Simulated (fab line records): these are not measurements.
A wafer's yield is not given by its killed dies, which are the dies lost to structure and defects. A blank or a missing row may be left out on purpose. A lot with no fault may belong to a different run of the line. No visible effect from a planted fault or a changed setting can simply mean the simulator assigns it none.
fab line records ; flow nand-harc
[record] lots = 13; wafers = 39; last-day = 33
route steps=1302 shown A_SOURCE_PLATE@420 A_ONON_D1@437 A_CHANNEL_HOLE_D1@457 END@1302
lots untouched by any fault: they come from a run of this same line in which no faults occurred
start-h: hours from the record's opening day to when the first of the lot's shown wafers began ; wait-h: hours from the lot's prior step to this one ; " the same as in the row above ; L1.1+2: a row that stands for several wafers ; - no value present, or no start provided ; * or withheld: withheld ; < > ~ a bound
route shown NAME@n: NAME is a module with steps in the file, n the number in the route of the first one ; usual: mean/standard deviation of fault-free wafers ; same: alike in all rows ; chamber/n: place in a boat ; sites: per-site readings ; _std_site: the standard deviation of these ; _edge_site: mean of outer sites minus mean of inner sites ; radius-mm: how far each site lies from the wafer's centre ; mask NAME#n: copy n ; behind: the last tool/chamber to shape the wafer ; hold: cause of the lot's hold/its duration in hours/its outcome ; device: which transistor (n, p or np) failed to switch ; end of line: at the end of the route, the tests of the same wafers ; a step given without rows: its recipe and nothing more ; killed: count of dies lost to structure and defects at first sort (not the wafer's yield) ; map: the dies of a wafer, with x for killed, . for not killed, _ for no die there
set.NAME: setting as actually run; set.NAME@STEP: the setting as run at that earlier step ; model.NAME: the simulator's own value behind a step, which no gauge read
steps of the route over a sample of lots; a table a step, a row a wafer
services: a tool's chamber out of use, with start hour (start-h, from the record's first day; less than 0 if before it), hours out, and reason
[[steps]]
[step NHARC_A_SOURCE_PLATE_THK_MEAS_06]
[recipe] thk-meas-gauge = ellipsometry
[usual] thk-nm = 200.7/2.1
lot.wafer;tool;chamber;start-h;wait-h;thk-nm
L512.1;film-metro-02;-;182.17;0.4;199.2
L512.2;film-metro-02;-;182.17;0.4;198.3
L512.6;film-metro-02;-;182.17;0.4;199.3
L518.1;film-metro-02;-;237.84;0.4;200.5
L518.2;film-metro-02;-;237.84;0.4;200.7
L518.4;film-metro-02;-;237.84;0.4;200.9
L520.1;film-metro-02;-;258.21;0.4;202.3
L520.2;film-metro-02;-;258.21;0.4;202.5
L520.6;film-metro-02;-;258.21;0.4;202.9
L519.1;film-metro-02;-;258.21;0.4;200.3
L519.2;film-metro-02;-;258.21;0.4;199.5
L519.6;film-metro-02;-;258.21;0.4;197.9
L522.1;film-metro-02;-;282.94;0.4;201.5
L522.3;film-metro-02;-;282.94;0.4;200.9
L522.5;film-metro-02;-;282.94;0.4;200.0
L524.1;film-metro-02;-;305.32;0.4;198.4
L524.5;film-metro-02;-;305.32;0.4;196.8
L524.6;film-metro-02;-;305.32;0.4;199.1
L526.1;film-metro-02;-;316.78;0.4;200.4
L526.3;film-metro-02;-;316.78;0.4;201.4
L526.6;film-metro-02;-;316.78;0.4;200.3
L525.1;film-metro-02;-;316.79;0.4;201.9
L525.4;film-metro-02;-;316.79;0.4;201.8
L525.5;film-metro-02;-;316.79;0.4;201.9
L527.2;film-metro-02;-;326.21;0.4;201.7
L527.4;film-metro-02;-;326.21;0.4;200.6
L527.6;film-metro-02;-;326.21;0.4;200.5
L528.2;film-metro-02;-;334.59;0.4;204.2
L528.3;film-metro-02;-;334.59;0.4;203.6
L528.4;film-metro-02;-;334.59;0.4;201.4
L529.3;film-metro-01;-;347.27;0.4;200.4
L529.5;film-metro-01;-;347.27;0.4;202.8
L529.6;film-metro-01;-;347.27;0.4;201.1
L530.1;film-metro-01;-;362.07;0.4;200.4
L530.4;film-metro-01;-;362.07;0.4;203.5
L530.5;film-metro-01;-;362.07;0.4;202.1
L531.1;film-metro-02;-;371.69;0.4;202.9
L531.5;film-metro-02;-;371.69;0.4;205.4
L531.6;film-metro-02;-;371.69;0.4;204.0
[step NHARC_A_ONON_D1_THK_MEAS_18]
[recipe] thk-meas-gauge = ellipsometry
[usual] thk-nm = 1000/9.1
lot.wafer;tool;chamber;start-h;wait-h;thk-nm
L512.1;film-metro-02;-;194.48;-;991
L512.2;film-metro-02;-;194.48;-;991
L512.6;film-metro-02;-;194.48;-;992
L518.1;film-metro-01;-;248.56;-;1013
L518.2;film-metro-01;-;248.56;-;1014
L518.4;film-metro-01;-;248.56;-;1014
L520.1;film-metro-02;-;268.94;-;1006
L520.2;film-metro-02;-;268.94;-;1006
L520.6;film-metro-02;-;268.94;-;1004
L519.1;film-metro-02;-;268.95;-;1000
L519.2;film-metro-02;-;268.95;-;999
L519.6;film-metro-02;-;268.95;-;1000
L522.1;film-metro-02;-;293.68;-;1007
L522.3;film-metro-02;-;293.68;-;1009
L522.5;film-metro-02;-;293.68;-;1009
L524.1;film-metro-02;-;316.03;-;992
L524.5;film-metro-02;-;316.03;-;993
L524.6;film-metro-02;-;316.03;-;992
L525.1;film-metro-02;-;328.37;-;988
L525.4;film-metro-02;-;328.37;-;985
L525.5;film-metro-02;-;328.37;-;986
L526.1;film-metro-01;-;328.38;-;1006
L526.3;film-metro-01;-;328.38;-;1006
L526.6;film-metro-01;-;328.38;-;1006
L527.2;film-metro-02;-;336.76;-;1005
L527.4;film-metro-02;-;336.76;-;1006
L527.6;film-metro-02;-;336.76;-;1006
L528.2;film-metro-02;-;347.08;-;991
L528.3;film-metro-02;-;347.08;-;989
L528.4;film-metro-02;-;347.08;-;988
L529.3;film-metro-01;-;359.17;-;1011
L529.5;film-metro-01;-;359.17;-;1010
L529.6;film-metro-01;-;359.17;-;1010
L530.1;film-metro-01;-;375.91;-;987
L530.4;film-metro-01;-;375.91;-;984
L530.5;film-metro-01;-;375.91;-;988
L531.1;film-metro-01;-;382.97;-;1008
L531.5;film-metro-01;-;382.97;-;1008
L531.6;film-metro-01;-;382.97;-;1009
[step NHARC_A_CHANNEL_HOLE_D1_SOFTBAKE_05]
[recipe] temp-c = 105; time-s = 55
[usual] heater-power-total-W = 188.44/0.14
lot.wafer;tool;chamber;start-h;wait-h;heater-power-total-W
L512.1;litho-track-01;0;205;-;188.38
L512.2;litho-track-01;0;205;-;188.84
L512.6;litho-track-01;0;205;-;188.35
L518.1;litho-track-01;0;256;-;180.31
L518.2;litho-track-01;0;256;-;180.08
L518.4;litho-track-01;0;256;-;180.19
L520.1;litho-track-01;0;273;-;180.06
L520.2;litho-track-01;0;273;-;180.10
L520.6;litho-track-01;0;273;-;180.12
L519.1;litho-track-04;0;274;-;188.32
L519.2;litho-track-04;0;274;-;188.26
L519.6;litho-track-04;0;274;-;188.35
L522.1;litho-track-06;0;298;-;188.39
L522.3;litho-track-06;0;298;-;188.62
L522.5;litho-track-06;0;298;-;188.47
L524.1;litho-track-04;0;322;-;188.78
L524.5;litho-track-04;0;322;-;188.30
L524.6;litho-track-04;0;322;-;188.44
L525.1;litho-track-06;0;333;-;188.32
L525.4;litho-track-06;0;333;-;188.30
L525.5;litho-track-06;0;333;-;188.44
L526.1;litho-track-04;0;333;-;188.31
L526.3;litho-track-04;0;333;-;188.71
L526.6;litho-track-04;0;333;-;188.25
L527.2;litho-track-04;0;344;-;188.37
L527.4;litho-track-04;0;344;-;188.46
L527.6;litho-track-04;0;344;-;188.58
L528.2;litho-track-01;0;352;-;188.40
L528.3;litho-track-01;0;352;-;188.33
L528.4;litho-track-01;0;352;-;188.33
L529.3;litho-track-06;0;364;-;188.49
L529.5;litho-track-06;0;364;-;188.41
L529.6;litho-track-06;0;364;-;188.70
L530.1;litho-track-01;0;385;-;188.43
L530.4;litho-track-01;0;385;-;188.36
L530.5;litho-track-01;0;385;-;188.70
L531.1;litho-track-01;0;391;-;188.47
L531.5;litho-track-01;0;391;-;188.26
L531.6;litho-track-01;0;391;-;188.45
[step NHARC_A_CHANNEL_HOLE_D1_ETCH_39]
[recipe] target-depth-a = 2600; over-etch-frac = 0.3; time-s = 325; ion-energy-ev = 200; n2-flow-sccm = 150; h2-flow-sccm = 150; ar-flow-sccm = 0; rf-w = 400; bias-w = 150; chemistry = N2/H2
[usual] drypump-motor-current-A = 5.8/0.45; oes-product-au = 0.998/0.0089; rf-vpp-V = 431.4/2.8; showerhead-plenum-p-Torr = 2.07/0.095; throttle-valve-pct = 14.170/0.0086
lot.wafer;tool;chamber;start-h;wait-h;drypump-motor-current-A;oes-product-au;rf-hours-counter-h;rf-vpp-V;showerhead-plenum-p-Torr;throttle-valve-pct
L512.1;rie-diel-05;1;-;-;5.7;0.990;11;433.5;2.15;14.160
L512.2;rie-diel-05;0;-;-;5.2;1.005;10;431.3;2.07;14.170
L512.6;rie-diel-05;2;-;-;6.4;0.996;-;428.2;1.97;14.164
L518.2;rie-diel-06;3;-;-;5.4;0.998;39;427.2;1.92;14.192
L518.4;rie-diel-06;0;-;-;5.4;1.011;38;426.6;1.95;14.165
L518.1;rie-diel-06;1;-;-;5.2;1.002;34;436.4;2.21;14.163
L520.1;rie-diel-05;0;-;-;5.2;1.007;4;432.0;2.07;14.166
L520.2;rie-diel-05;2;-;-;6.4;1.009;3;428.4;1.97;14.176
L520.6;rie-diel-05;1;-;-;5.7;0.993;-;433.3;2.15;14.163
L519.2;rie-diel-05;3;-;-;6.0;1.007;4;431.5;2.13;14.170
L519.1;rie-diel-05;0;-;-;5.2;1.000;4;430.8;2.07;14.165
L519.6;rie-diel-05;3;-;-;6.0;1.004;-;434.0;2.13;14.168
L522.3;rie-diel-06;3;-;-;5.4;0.985;58;427.3;1.91;14.192
L522.1;rie-diel-06;2;-;-;4.9;0.996;51;429.7;2.02;14.160
L522.5;rie-diel-06;3;-;-;5.4;0.988;-;426.8;1.91;14.180
L524.1;rie-diel-05;3;-;-;6.0;1.005;8;432.9;2.12;14.166
L524.5;rie-diel-05;2;-;-;6.3;1.005;-;427.5;1.97;14.170
L524.6;rie-diel-05;3;-;-;6.0;0.994;-;431.4;2.12;14.172
L525.4;rie-diel-05;3;-;-;6.0;0.997;10;431.5;2.12;14.180
L525.1;rie-diel-05;1;-;-;5.7;0.989;9;433.0;2.15;14.172
L525.5;rie-diel-05;3;-;-;6.0;0.985;-;433.0;2.12;14.177
L526.3;rie-diel-06;0;-;-;5.4;0.992;8;426.4;1.94;14.160
L526.1;rie-diel-06;1;-;-;5.2;0.998;10;435.1;2.19;14.165
L526.6;rie-diel-06;3;-;-;5.4;0.999;-;427.2;1.91;14.172
L527.4;rie-diel-05;0;-;-;5.2;0.991;12;431.9;2.07;14.164
L527.2;rie-diel-05;1;-;-;5.7;0.997;10;433.5;2.15;14.183
L527.6;rie-diel-05;2;-;-;6.4;1.010;-;428.4;1.97;14.171
L528.3;rie-diel-05;3;-;-;6.0;0.992;11;433.2;2.12;14.180
L528.2;rie-diel-05;0;-;-;5.2;0.994;12;430.6;2.07;14.163
L528.4;rie-diel-05;2;-;-;6.4;1.011;-;428.5;1.97;14.164
L529.3;rie-diel-09;1;-;-;6.3;1.017;12;432.8;2.17;14.158
L529.6;rie-diel-09;2;-;-;5.6;0.993;-;426.5;1.90;14.179
L529.5;rie-diel-09;3;-;-;6.3;1.000;-;434.2;2.20;14.176
L530.1;rie-diel-09;1;-;-;6.3;1.003;16;432.9;2.17;14.164
L530.4;rie-diel-09;2;-;-;5.6;0.988;16;427.3;1.90;14.178
L530.5;rie-diel-09;1;-;-;6.3;0.995;-;435.1;2.17;14.177
L531.1;rie-diel-05;1;-;-;5.7;0.975;13;433.9;2.15;14.169
L531.6;rie-diel-05;2;-;-;6.4;0.998;-;427.1;1.97;14.168
L531.5;rie-diel-05;3;-;-;6.0;0.998;-;432.5;2.12;14.169
[step NHARC_END_SORT_01]
[recipe] temp-c = 25
[usual] killed-at-array = 55/22; killed-at-other = 1.1/1.4; killed-at-periphery = 4/3.2; killed-dies = 59/22; killed-open = 3.3/1.8; killed-short = 2.5/1.5
[same] gross-dies = 677
lot.wafer;tool;chamber;start-h;wait-h;killed-at-array;killed-at-other;killed-at-periphery;killed-dies;killed-open;killed-short
L518.1;prober-01;0;653.77;2.5;41;7;6;54;2;2
L518.2;prober-01;0;654.56;2.8;72;4;3;79;6;4
L518.4;prober-01;0;656.13;3.4;50;2;1;53;3;4
L526.1;prober-02;0;705.02;2.5;24;0;6;30;4;3
L526.3;prober-02;0;706.60;3.1;27;1;7;35;2;5
L526.6;prober-02;0;708.98;4.0;22;0;11;33;3;0
L525.4;prober-02;0;715.19;3.4;74;0;3;77;4;4
L525.5;prober-02;0;715.99;3.7;74;0;2;76;4;4
L527.2;prober-01;0;725.42;2.8;66;2;3;71;3;2
L527.4;prober-01;0;727.01;3.4;85;0;2;87;1;2
L527.6;prober-01;0;728.60;4.0;71;5;2;78;3;3
L529.3;prober-02;0;744.84;3.1;81;0;2;83;4;0
L529.5;prober-02;0;746.43;3.7;66;0;3;69;3;1
L529.6;prober-02;0;747.23;4.0;57;1;2;60;3;5
L531.1;prober-01;0;776.58;2.5;61;2;3;66;5;3
L531.5;prober-01;0;779.78;3.7;74;2;1;77;7;2
L531.6;prober-01;0;780.58;4.0;70;1;0;71;3;1
// killed by level:class
L518.1 A_CHANNEL_HOLE_D2:chamber-film-flake=16 A_CHANNEL_HOLE_D1:chamber-film-flake=14 THIN_TSV:chamber-film-flake=7 P_GATE:chamber-film-flake=4 A_STAIRCASE:chamber-film-flake=4 A_CHANNEL_FILL_D1:chamber-film-flake=2 A_SLIT:chamber-film-flake=2 P_STI:geometric-particle:short=1
L518.2 A_CHANNEL_HOLE_D1:chamber-film-flake=33 A_CHANNEL_HOLE_D2:chamber-film-flake=11 A_STAIRCASE:chamber-film-flake=5 THIN_TSV:chamber-film-flake=4 A_CONTACT:chamber-film-flake=3 A_SGD_CUT:geometric-particle:open=2 A_ZERO_WELL:chamber-film-flake=2 A_CHANNEL_FILL_D2:chamber-film-flake=2
L518.4 A_CHANNEL_HOLE_D1:chamber-film-flake=17 A_CHANNEL_HOLE_D2:chamber-film-flake=15 A_STAIRCASE:chamber-film-flake=5 A_WL_FILL:chamber-film-flake=3 A_ONON_D1:geometric-particle:short=2 A_M1:chamber-film-flake=2 THIN_TSV:chamber-film-flake=2 P_M0:geometric-particle:open=1
L526.1 A_CHANNEL_HOLE_D1:chamber-film-flake=11 A_CHANNEL_FILL_D1:geometric-particle:short=2 P_GATE:chamber-film-flake=2 P_M0:chamber-film-flake=2 A_STAIRCASE:chamber-film-flake=2 A_SLIT:chamber-film-flake=2 A_CONTACT:chamber-film-flake=2 P_M0:geometric-particle:open=1
L526.3 A_CHANNEL_HOLE_D1:chamber-film-flake=8 A_SLIT:chamber-film-flake=5 P_BONDPAD:chamber-film-flake=4 A_WL_FILL:chamber-film-flake=3 A_CONTACT:chamber-film-flake=3 A_CHANNEL_FILL_D1:geometric-particle:short=2 A_WL_FILL:geometric-particle:short=2 P_M0:chamber-film-flake=2
L526.6 A_CHANNEL_HOLE_D1:chamber-film-flake=12 P_M0:chamber-film-flake=6 P_BONDPAD:chamber-film-flake=3 A_SLIT:chamber-film-flake=3 A_CONTACT:geometric-particle:open=2 P_GATE:chamber-film-flake=2 A_M1:geometric-particle:open=1 A_CHANNEL_FILL_D2:chamber-film-flake=1
L525.4 A_SLIT:chamber-film-flake=30 A_CHANNEL_HOLE_D2:chamber-film-flake=20 A_CHANNEL_HOLE_D1:chamber-film-flake=14 P_CONTACT:geometric-particle:open=1 A_ONON_D1:geometric-particle:open=1 A_CHANNEL_FILL_D1:geometric-particle:open=1 A_ONON_D2:geometric-particle:short=1 A_CHANNEL_FILL_D2:geometric-particle:short=1
L525.5 A_SLIT:chamber-film-flake=26 A_CHANNEL_HOLE_D2:chamber-film-flake=21 A_CHANNEL_HOLE_D1:chamber-film-flake=12 A_CONTACT:chamber-film-flake=6 A_STAIRCASE:chamber-film-flake=2 P_M0:geometric-particle:open=1 A_ONON_D1:geometric-particle:short=1 A_SGD_CUT:geometric-particle:short=1
L527.2 A_SLIT:chamber-film-flake=30 A_CHANNEL_HOLE_D1:chamber-film-flake=12 A_CHANNEL_HOLE_D2:chamber-film-flake=11 A_STAIRCASE:chamber-film-flake=5 A_DECK1_JOINT:geometric-particle:short=2 A_CHANNEL_FILL_D2:geometric-particle:open=2 A_CHANNEL_FILL_D1:chamber-film-flake=2 A_SGD_CUT:chamber-film-flake=2
L527.4 A_SLIT:chamber-film-flake=35 A_CHANNEL_HOLE_D2:chamber-film-flake=29 A_CHANNEL_HOLE_D1:chamber-film-flake=11 A_SGD_CUT:chamber-film-flake=3 A_CHANNEL_FILL_D1:chamber-film-flake=2 P_CONTACT:geometric-particle:short=1 A_CHANNEL_FILL_D2:geometric-particle:short=1 A_M0:geometric-particle:open=1
L527.6 A_SLIT:chamber-film-flake=23 A_CHANNEL_HOLE_D2:chamber-film-flake=20 A_CHANNEL_HOLE_D1:chamber-film-flake=17 THIN_TSV:chamber-film-flake=5 A_WL_FILL:chamber-film-flake=2 A_SOURCE_PLATE:geometric-particle:open=1 A_DECK1_JOINT:geometric-particle:short=1 A_DECK1_JOINT:geometric-particle:open=1
L529.3 A_SLIT:chamber-film-flake=31 A_CHANNEL_HOLE_D2:chamber-film-flake=28 A_CHANNEL_HOLE_D1:chamber-film-flake=10 A_CONTACT:chamber-film-flake=4 A_BLC:geometric-particle:open=2 A_WL_FILL:chamber-film-flake=2 A_DECK1_JOINT:geometric-particle:open=1 A_M1:geometric-particle:open=1
L529.5 A_CHANNEL_HOLE_D2:chamber-film-flake=25 A_SLIT:chamber-film-flake=22 A_CHANNEL_HOLE_D1:chamber-film-flake=9 A_WL_FILL:chamber-film-flake=3 A_CONTACT:chamber-film-flake=3 P_M0:geometric-particle:open=2 A_ONON_D2:geometric-particle:short=1 A_CHANNEL_FILL_D2:geometric-particle:open=1
L529.6 A_SLIT:chamber-film-flake=25 A_CHANNEL_HOLE_D2:chamber-film-flake=14 A_CHANNEL_HOLE_D1:chamber-film-flake=6 A_CONTACT:chamber-film-flake=4 A_ONON_D2:geometric-particle:short=3 A_WL_FILL:chamber-film-flake=2 P_CONTACT:geometric-particle:open=1 P_M0:geometric-particle:open=1
L531.1 A_CHANNEL_HOLE_D2:chamber-film-flake=18 A_CHANNEL_HOLE_D1:chamber-film-flake=12 A_SLIT:chamber-film-flake=11 A_CONTACT:chamber-film-flake=9 A_SGD_CUT:chamber-film-flake=3 P_CONTACT:geometric-particle:open=2 A_CHANNEL_HOLE_D2:geometric-particle:short=2 A_STAIRCASE:chamber-film-flake=2
L531.5 A_CHANNEL_HOLE_D2:chamber-film-flake=25 A_CHANNEL_HOLE_D1:chamber-film-flake=17 A_CONTACT:chamber-film-flake=11 A_SGD_CUT:chamber-film-flake=4 A_SLIT:chamber-film-flake=3 A_ONON_D1:geometric-particle:short=2 A_BLC:geometric-particle:open=2 A_DECK1_JOINT:chamber-film-flake=2
L531.6 A_CHANNEL_HOLE_D2:chamber-film-flake=27 A_CHANNEL_HOLE_D1:chamber-film-flake=21 A_CONTACT:chamber-film-flake=8 A_SLIT:chamber-film-flake=7 A_SOURCE_PLATE:geometric-particle:open=1 A_CHANNEL_FILL_D1:geometric-particle:short=1 A_CONTACT:geometric-particle:open=1 A_M0:geometric-particle:open=1
[[services]]
tool;chamber;start-h;hours;kind
rie-diel-05;0;184.30;-;clean
rie-diel-05;1;184.30;-;clean
rie-diel-05;2;184.30;-;clean
rie-diel-05;3;184.30;-;clean
litho-track-04;-;203.00;7.0;pm
rie-diel-05;0;208.89;-;clean
rie-diel-05;1;208.89;-;clean
rie-diel-05;2;208.89;-;clean
rie-diel-05;3;208.89;-;clean
rie-diel-06;-;216.99;1.8;repair
rie-diel-05;-;229.79;9.0;pm
rie-diel-05;0;229.79;9.0;vent-cycle
rie-diel-05;1;229.79;9.0;vent-cycle
rie-diel-05;2;229.79;9.0;vent-cycle
rie-diel-05;3;229.79;9.0;vent-cycle
rie-diel-09;-;265.30;0.1;repair
rie-diel-09;2;293.91;3.8;repair
rie-diel-06;-;308.10;9.0;pm
rie-diel-09;-;320.45;9.0;pm
litho-track-01;-;330.00;7.0;pm
rie-diel-05;1;352.12;3.1;repair
litho-track-06;-;354.00;7.0;pm
litho-track-04;-;378.00;7.0;pm
rie-diel-05;2;387.36;3.9;repair
[[key]]
[first-sign] step = NHARC_A_CHANNEL_HOLE_D1_SOFTBAKE_05; reading = heater-power-total-W; direction = down; sigmas = 58; usual = *; struck = *
effect none on later readings
met-at NHARC_A_CHANNEL_HOLE_D1_SOFTBAKE_05
struck-lots L518,L520
tester-left-out L518,L520
not-acting-at NHARC_A_SOURCE_PLATE_THK_MEAS_06,NHARC_A_ONON_D1_THK_MEAS_18,NHARC_A_CHANNEL_HOLE_D1_ETCH_39
onset-between 205 256
[fault] kind = process-parameter-drift; tool = litho-track-01; chamber = -; onset-h = 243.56; steps = NHARC_A_CHANNEL_HOLE_D1_SOFTBAKE_05; channel = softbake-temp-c; offset = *; shape = step; end-h = 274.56; acts-in = *; stated = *
// tester-left-out: of these lots the tester's yield and bins aren't shown, on N5 and GAA mostly nor the transistor test; their killed dies are dies lost to structure and defects alone, not to doping, threshold or leakage, so they don't give the yield
